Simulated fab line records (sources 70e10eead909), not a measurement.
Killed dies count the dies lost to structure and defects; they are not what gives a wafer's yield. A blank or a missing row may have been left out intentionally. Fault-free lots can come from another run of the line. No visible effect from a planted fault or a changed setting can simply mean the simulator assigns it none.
Comparing a struck lot with a sound one -- flow nandHarc -- 15 steps out of a route of 1159
Sound: these wafers, L382.3, L382.4, L382.6. Struck: wafer L388.4. (L388.3 of the same lot was not struck and is left out.) The cause comes at the end.
Per side, at each step with rows, come the tool, then ch with its chambers, and then its first start. Under that, the readings that differ: sound wafers -- struck wafers -- difference of the means -- sigmas: that difference in standard deviations of wafers without a fault.
alike: same words and numbers on both sides, and readings whose means sit less than 2 such deviations apart. not compared: any withheld reading, any reading some wafer has no value for, any bound like >300 that may hide the same value, and any number with overlapping values for which the record gives no deviation.
A row with sigmas, a row that says differs or no value, or rows on one side alone: a step with any of these is where the two part. Numbers that don't overlap but have no deviation are shown without sigmas and don't part them. Lack of a reading on every wafer of one side parts them only where that side has two or more wafers.

first, 8 steps without rows for these wafers: NHARC_THIN_TSV_DEHYDRATE_25 (time 120 s); NHARC_THIN_TSV_HMDS_26 (time 30 s); NHARC_THIN_TSV_COAT_27; NHARC_THIN_TSV_SOFTBAKE_28 (time 95 s); NHARC_THIN_TSV_EBR_29; NHARC_THIN_TSV_EXPOSE_30 (exposes mask PAD); NHARC_THIN_TSV_PEB_31 (peb time 85 s); NHARC_THIN_TSV_DEVELOP_32 (time 70 s).
NHARC_THIN_TSV_CD_MEAS_33 targets a cd of 5000 nm.
  sound on cdSem-01 ch 0, day 19 14:13; struck on cdSem-01 ch 0, day 21 08:55
  alike: cdNm
then, 1 step without rows for these wafers: NHARC_THIN_TSV_HARDBAKE_34 (time 80 s).
NHARC_THIN_TSV_DESCUM_35: chemistry O2, time 3 s.
  sound on rieDiel-05 ch 1,2,3, day 19 14:24; struck on rieDiel-04 ch 3, day 21 09:05
  alike: drypumpMotorCurrentA, oesProductAu, rfVppV, showerheadPlenumPTorr, throttleValvePct
  not compared: rfHoursCounterH
NHARC_THIN_TSV_ETCH_59: etches the open film in Cl2/BCl3, target depth 880 nm, time 138.1 s.
  sound on rieMetal-01 ch 0,1, day 19 14:35; struck on rieMetal-02 ch 1, day 21 09:16
reading,sound,struck,difference,sigmas
drypumpMotorCurrentA (A),5.7 6.5 6.6,5.1,-1.2,-2
oesProductAu (a.u.),1.007 0.999 1.005,0.983,-0.021,-3
  alike: mfcCl2Sccm, throttleValvePct
  not compared: rfHoursCounterH
NHARC_THIN_TSV_ETCH_36: etches the open film in Cl2/BCl3, target depth 65 nm, time 18.571 s.
  sound on rieMetal-01 ch 0,1, day 19 14:47; struck on rieMetal-02 ch 1, day 21 09:29
reading,sound,struck,difference,sigmas
oesProductAu (a.u.),0.989 1.014 1.001,0.816,-0.185,-23
  alike: drypumpMotorCurrentA
  not compared: rfHoursCounterH
NHARC_THIN_TSV_STRIP_56: strips in O2.
  sound on plasmaAsher-02 ch 0,1, day 19 14:58; struck on plasmaAsher-01 ch 0, day 21 09:40
  alike: drypumpMotorCurrentA, heaterPowerW
  not compared: rfHoursCounterH
NHARC_END_SORT_01:
  sound on prober-01 ch 0, day 20 02:40; struck on prober-01 ch 0, day 21 20:50
reading,sound,struck,difference,sigmas
killedAtArray,36 26 23,518,+490,+45
killedDies,41 30 25,519,+487,+41
killedOpen,6 3 5,1,-4,-2
  alike: killedAtOther, killedAtPeriphery, killedShort

== WHERE THEY PART ==
First at NHARC_THIN_TSV_ETCH_59; last, within this record, at NHARC_END_SORT_01.

WHY: whatever the simulator had introduced
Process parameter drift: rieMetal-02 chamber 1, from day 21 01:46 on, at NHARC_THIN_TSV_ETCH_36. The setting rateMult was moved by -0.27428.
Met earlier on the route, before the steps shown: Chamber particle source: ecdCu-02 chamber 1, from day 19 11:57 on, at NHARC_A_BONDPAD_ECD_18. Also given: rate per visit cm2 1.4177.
